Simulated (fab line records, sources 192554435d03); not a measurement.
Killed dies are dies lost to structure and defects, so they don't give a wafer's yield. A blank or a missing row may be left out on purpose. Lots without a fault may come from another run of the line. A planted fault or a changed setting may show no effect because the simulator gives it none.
Chamber matching | flow n5_finfet | N5_BEOL_M2_ETCH_63 on rie_diel-05: 4 sister chambers
The step etches SiARC in CF4, target depth 15.6 nm, time 26 s. 8 wafers are shown with their chamber, then 10 later ones without.

WAFERS WITH THEIR CHAMBER
wafer  | chamber | showerhead_plenum_p_Torr (Torr) | drypump_motor_current_A (A)
L077.1 | 0       | 2.27                            | 5.6
L084.5 | 2       | 2.17                            | 5.5
L085.5 | 1       | 2.21                            | 5.5
L090.3 | 3       | 2.08                            | 5.8
L090.4 | 1       | 2.21                            | 5.5
L090.6 | 3       | 2.08                            | 5.8
L091.1 | 0       | 2.26                            | 5.7
L091.2 | 2       | 2.16                            | 5.5

WAFERS WITHOUT THEIR CHAMBER
wafer  | showerhead_plenum_p_Torr (Torr) | drypump_motor_current_A (A)
L091.6 | 2.08                            | 5.8
L093.3 | 2.20                            | 5.5
L093.4 | 2.16                            | 5.5
L093.6 | 2.26                            | 5.7
L094.1 | 2.26                            | 5.7
L094.4 | 2.20                            | 5.5
L094.6 | 2.26                            | 5.7
L095.1 | 2.16                            | 5.5
L095.4 | 2.20                            | 5.5
L095.5 | 2.16                            | 5.5

WHICH CHAMBER EACH WENT THROUGH
wafer  | from the rows above | in truth
L091.6 | 3                   | 3
L093.3 | 1                   | 1
L093.4 | 2                   | 2
L093.6 | 0                   | 0
L094.1 | 0                   | 0
L094.4 | 1                   | 1
L094.6 | 0                   | 0
L095.1 | 2                   | 2
L095.4 | 1                   | 1
L095.5 | 2                   | 2
Placed correctly: 10 of 10. Can't be placed from these rows: 0. Placed wrongly: 0.
How it was worked out, from the rows above alone: a wafer's distance from a chamber is the root of the sum, over the readings, of the square of ((its reading less the chamber's mean) divided by the reading's scatter). The wafer belongs to the nearest chamber; if the next one is less than 2 further off, it can't be placed. A chamber's mean is the mean of its shown wafers. The scatter: the root of (the sum of the squares of (reading less its chamber's mean) over the shown wafers, divided by (wafers less chambers)).
